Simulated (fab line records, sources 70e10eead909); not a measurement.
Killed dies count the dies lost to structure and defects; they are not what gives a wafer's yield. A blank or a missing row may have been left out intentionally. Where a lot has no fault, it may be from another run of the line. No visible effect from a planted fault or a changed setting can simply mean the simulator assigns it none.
Which tool was responsible? | flow nandHarc | 6 lots, 18 wafers sampled, at 3 steps of a route of 1302

== WHAT EACH GAUGE READ, for each wafer ==
NHARC_A_ONON_D1_THK_MEAS_24: measures by ellipsometry.
lot  | measured     | on           | thkNm (nm)
L542 | day 8 10:15  | filmMetro-01 | 1003 1001 1003
L544 | day 9 14:06  | filmMetro-01 | 1013 1012 1012
L548 | day 11 12:35 | filmMetro-02 | 981 982 983
L551 | day 12 04:28 | filmMetro-01 | 1000 1000 999
L559 | day 15 23:51 | filmMetro-02 | 1009 690 690
L562 | day 16 22:35 | filmMetro-01 | 1013 1011 1011

== WHAT TOOL EACH LOT RAN ON (gives the tool, then ch and the chambers of the sampled wafers, and finally the start) ==
lot  | NHARC_A_ZERO_WELL_ETCH_13       | NHARC_A_ONON_D1_DEP_22
L542 | rieSi-02 ch 0,1,2, day 7 02:48  | pecvdOnon-02 ch 0, day 8 09:45
L544 | rieSi-02 ch 0,2,3, day 8 04:25  | pecvdOnon-02 ch 0, day 9 13:36
L548 | rieSi-04 ch 0,1,3, day 9 23:41  | pecvdOnon-02 ch 0, day 11 12:08
L551 | rieSi-03 ch 0,1,3, day 10 18:59 | pecvdOnon-04 ch 0, day 12 03:58
L559 | rieSi-03 ch 1,2,3, day 14 05:37 | pecvdOnon-02 ch 0, day 15 23:20
L562 | rieSi-02 ch 1,2, day 15 10:01   | pecvdOnon-04 ch 0, day 16 22:05
- NHARC_A_ZERO_WELL_ETCH_13: etches the open film in HBr/Cl2, target depth 120 nm, time 40.1 s.
- NHARC_A_ONON_D1_DEP_22: target thk 1000 nm.

== THE ANSWER, worked out from the rows above alone ==
Rule: usual is defined by the lots themselves. Put in order of their means at a reading, lots are off if they are a third of the lots or fewer, leave a main group of 4 or more, and stand apart from it by a gap of 3 or more times the standard deviation of the main group's means; of several such gaps the widest counts. A main group is skipped when, at the precision printed for the reading in the tables above, its means are all equal. A lot without any number at a reading at which 4 lots or more have one is off too. Where the step has rows for the other lots, those lots are counted as sound.
Off at NHARC_A_ONON_D1_THK_MEAS_24 (thkNm): L559. The main group: mean 1002 nm, standard deviation 11.
If a tool, at a process step before that reading, ran all the lots that are off and no sound lot after the first of them, it fits. Those tools and the gauges at NHARC_A_ONON_D1_THK_MEAS_24 are tried in the same way. Can't be told from this: 3 tools fit, rieSi-03 at NHARC_A_ZERO_WELL_ETCH_13, pecvdOnon-02 at NHARC_A_ONON_D1_DEP_22, filmMetro-02 at NHARC_A_ONON_D1_THK_MEAS_24.

== WHAT THE SIMULATOR HAD PUT IN ==
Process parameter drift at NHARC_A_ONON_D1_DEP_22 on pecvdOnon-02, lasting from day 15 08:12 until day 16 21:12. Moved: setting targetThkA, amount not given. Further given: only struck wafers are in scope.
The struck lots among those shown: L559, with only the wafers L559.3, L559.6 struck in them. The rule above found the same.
